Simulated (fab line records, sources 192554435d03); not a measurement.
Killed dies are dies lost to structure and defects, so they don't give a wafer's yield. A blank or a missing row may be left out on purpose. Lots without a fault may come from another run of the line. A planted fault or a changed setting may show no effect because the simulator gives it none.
Split-lot experiment | flow n5_finfet | 7 lots, 39 wafers read, on a route of 1938 steps

THE SPLIT
At N5_BEOL_M7_DEP_56 (deposits SiCN from 3MS/NH3, target thk 10 nm, time 17.5 s), the setting time_s was moved away from the recipe's 17.5 s on 12 of the 39 wafers read, by -42.6% to +37.9%. The other wafers ran this setting at the recipe's value.

The reading is taken at the split's own step.

THE READING
SiCN_of_BEOL_M7_DEP_56.thk_nm (the simulator's own value, which no gauge read), in nm, at N5_BEOL_M7_DEP_56 (deposits SiCN from 3MS/NH3, target thk 10 nm, time 17.5 s). The file gives no usual value for it. The 27 wafers here that ran the recipe average 9.9 nm, standard deviation 0.11 nm.

wafer  | tool, chamber at the split | time_s as run, s | against the recipe | SiCN_of_BEOL_M7_DEP_56.thk_nm, nm | against lot-mates on the recipe
L075.1 | pecvd-04, 1,0              | 10.05            | -42.6%             | 5.4                               | -4.4
L075.2 | pecvd-04, 1,0              | 10.05            | -42.6%             | 5.4                               | -4.4
L075.3 | pecvd-04, 0,1,1            | 17.5             | recipe             | 9.8                               | -
L075.4 | pecvd-04, 0,1,1            | 17.5             | recipe             | 9.8                               | -
L075.6 | pecvd-04, 0,1,1            | 17.5             | recipe             | 9.8                               | -
L075.5 | pecvd-04, 0                | 10.05            | -42.6%             | 5.6                               | -4.2
L076.1 | pecvd-04, 0                | 17.5             | recipe             | 10                                | -
L076.6 | pecvd-04, 0                | 17.5             | recipe             | 10                                | -
L076.2 | pecvd-04, 1                | 17.5             | recipe             | 9.8                               | -
L078.1 | pecvd-04, 1,0              | 17.5             | recipe             | 9.8                               | -
L078.2 | pecvd-04, 1,0              | 17.5             | recipe             | 9.8                               | -
L078.3 | pecvd-04, 0,1,0,1          | 17.5             | recipe             | 10                                | -
L078.4 | pecvd-04, 0,1,0,1          | 17.5             | recipe             | 10                                | -
L078.5 | pecvd-04, 0,1,0,1          | 17.5             | recipe             | 10                                | -
L078.6 | pecvd-04, 0,1,0,1          | 17.5             | recipe             | 10                                | -
L079.1 | pecvd-03, 0,1,1            | 17.5             | recipe             | 9.8                               | -
L079.2 | pecvd-03, 0,1,1            | 17.5             | recipe             | 9.8                               | -
L079.6 | pecvd-03, 0,1,1            | 17.5             | recipe             | 9.8                               | -
L079.3 | pecvd-03, 2,0,2            | 17.5             | recipe             | 10                                | -
L079.4 | pecvd-03, 2,0,2            | 17.5             | recipe             | 10                                | -
L079.5 | pecvd-03, 2,0,2            | 17.5             | recipe             | 10                                | -
L088.1 | pecvd-03, 1                | 24.14            | +37.9%             | 13.4                              | +3.5
L088.2 | pecvd-03, 0,2              | 17.5             | recipe             | 10                                | -
L088.6 | pecvd-03, 0,2              | 17.5             | recipe             | 10                                | -
L088.3 | pecvd-03, 2                | 17.5             | recipe             | 9.8                               | -
L088.4 | pecvd-03, 1                | 24.14            | +37.9%             | 13.6                              | +3.7
L088.5 | pecvd-03, 0                | 24.14            | +37.9%             | 14                                | +4.1
L089.1 | pecvd-03, 0                | 17.5             | recipe             | 9.8                               | -
L089.2 | pecvd-03, 2                | 11.01            | -37.1%             | 6.2                               | -3.7
L089.3 | pecvd-03, 1                | 11.01            | -37.1%             | 6                                 | -3.9
L089.4 | pecvd-03, 0,1              | 17.5             | recipe             | 10                                | -
L089.6 | pecvd-03, 0,1              | 17.5             | recipe             | 10                                | -
L089.5 | pecvd-03, 2                | 11.01            | -37.1%             | 6.4                               | -3.5
L093.1 | pecvd-03, 0                | 17.5             | recipe             | 9.8                               | -
L093.2 | pecvd-03, 1                | 13.09            | -25.2%             | 7.2                               | -2.8
L093.3 | pecvd-03, 2                | 17.5             | recipe             | 10                                | -
L093.4 | pecvd-03, 0,1              | 13.09            | -25.2%             | 7.6                               | -2.4
L093.5 | pecvd-03, 0,1              | 13.09            | -25.2%             | 7.6                               | -2.4
L093.6 | pecvd-03, 2                | 17.5             | recipe             | 10.2                              | -
Where a row lists several chambers, the file gives one row for several wafers and doesn't say which wafer went through which chamber.

THE FIT
A straight line over all 39 wafers: SiCN_of_BEOL_M7_DEP_56.thk_nm changes by +0.101 nm for each +1% of time_s; r = +1.00; the points scatter about the line by 0.15 nm.
The same after taking each lot's own level away (the mean of its wafers on the recipe; 39 wafers): +0.1 nm for each +1%; r = +1.00; scatter 0.14 nm.
On that fit, the largest move of time_s shifts the reading by 4.3 nm.
The lots' own levels span 9.80 to 10.00 nm, that is 1.8 times the standard deviation above.
So the lot-to-lot level changes the slope little: the two slopes agree.
Check: with one of the wafers moved furthest among these (-42.6%) left out of the fit, the line predicts -4.26 nm for it against its lot-mates. It came out at -4.4 nm against them.

THE FILE'S OWN FIT
SiCN_of_BEOL_M7_DEP_56.thk_nm changes by +0.1 nm for each +1% of time_s, r = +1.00.
